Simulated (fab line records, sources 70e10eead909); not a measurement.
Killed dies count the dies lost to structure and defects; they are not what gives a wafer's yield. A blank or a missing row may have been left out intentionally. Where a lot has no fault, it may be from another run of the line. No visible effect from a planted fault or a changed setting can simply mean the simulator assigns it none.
Matching of chambers	flow nandHarc	NHARC_A_CONTACT_ETCH_92 on rieDiel-02 has 3 sister chambers
The step etches the open film in CH3F/O2, target depth 40 nm, time 85.7 s. 3 wafers are shown with their chamber, then 8 later ones without.

## WAFERS, EACH WITH ITS CHAMBER
wafer	chamber	showerheadPlenumPTorr (Torr)
L091.3	0	2.45
L091.4	1	2.55
L090.1	3	2.50

## WAFERS WHOSE CHAMBER IS MISSING
wafer	showerheadPlenumPTorr (Torr)
L090.6	2.50
L092.2	2.55
L092.5	2.55
L094.3	2.51
L094.4	2.45
L094.5	2.55
L097.1	2.50
L097.5	2.50

## CHAMBER TAKEN BY EACH
wafer	from the rows above	in truth
L090.6	3	3
L092.2	1	1
L092.5	1	1
L094.3	3	3
L094.4	0	0
L094.5	1	1
L097.1	3	3
L097.5	3	3
8 of 8 placed correctly. Not placeable from these rows: 0. Wrongly placed: 0.
How it was worked out, from the rows above alone: a wafer's distance from a chamber is the root of the sum, over the readings, of the square of ((its reading less the chamber's mean) divided by the reading's scatter). If the next closest chamber is less than 2 further off than the closest, the wafer can't be placed; otherwise it belongs to the closest. A chamber's mean is the mean of its shown wafers. The scatter (one wafer shown for each chamber): square how far every hidden wafer sits from the nearest shown wafer, average those squares and take the square root.
